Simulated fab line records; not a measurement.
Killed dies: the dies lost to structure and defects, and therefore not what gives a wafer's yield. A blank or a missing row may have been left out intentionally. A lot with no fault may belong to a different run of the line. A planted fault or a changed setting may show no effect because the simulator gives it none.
Chamber matching | flow n5-finfet | N5_BEOL_M3_STRIP_19 on rie-diel-03: 4 sister chambers
The step strips in O2. 4 wafers are shown with their chamber, then 7 later ones without.

## WAFERS WITH THEIR CHAMBER
wafer  | chamber | throttle-valve-pct (%)
L074.5 | 0       | 16.66
L081.4 | 3       | 16.47
L084.3 | 1       | 16.59
L084.5 | 2       | 16.62

## WAFERS WITHOUT THEIR CHAMBER
wafer  | throttle-valve-pct (%)
L084.6 | 16.48
L086.1 | 16.48
L086.2 | 16.72
L086.4 | 16.58
L092.1 | 16.52
L092.4 | 16.73
L092.6 | 16.61

## WHICH CHAMBER EACH WENT THROUGH
wafer  | from the rows above          | in truth
L084.6 | 3                            | 3
L086.1 | 3                            | 3
L086.2 | can't be placed: 0 or 2 or 1 | 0
L086.4 | can't be placed: 1 or 2 or 0 | 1
L092.1 | can't be placed: 3 or 1 or 2 | 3
L092.4 | can't be placed: 0 or 2 or 1 | 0
L092.6 | can't be placed: 2 or 1 or 0 | 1
Correctly placed: 2 of 7. Not placeable from these rows: 5 (in 5, the candidates include the true chamber). Placed wrongly: 0.
How it was worked out, from the rows above alone: a wafer's distance from a chamber is the root of the sum, over the readings, of the square of ((its reading less the chamber's mean) divided by the reading's scatter). The wafer belongs to the nearest chamber; if the next one is less than 2 further off, it can't be placed. Each chamber's mean is taken over the wafers shown for it. The scatter (one wafer shown for each chamber): square how far every hidden wafer sits from the nearest shown wafer, average those squares and take the square root.
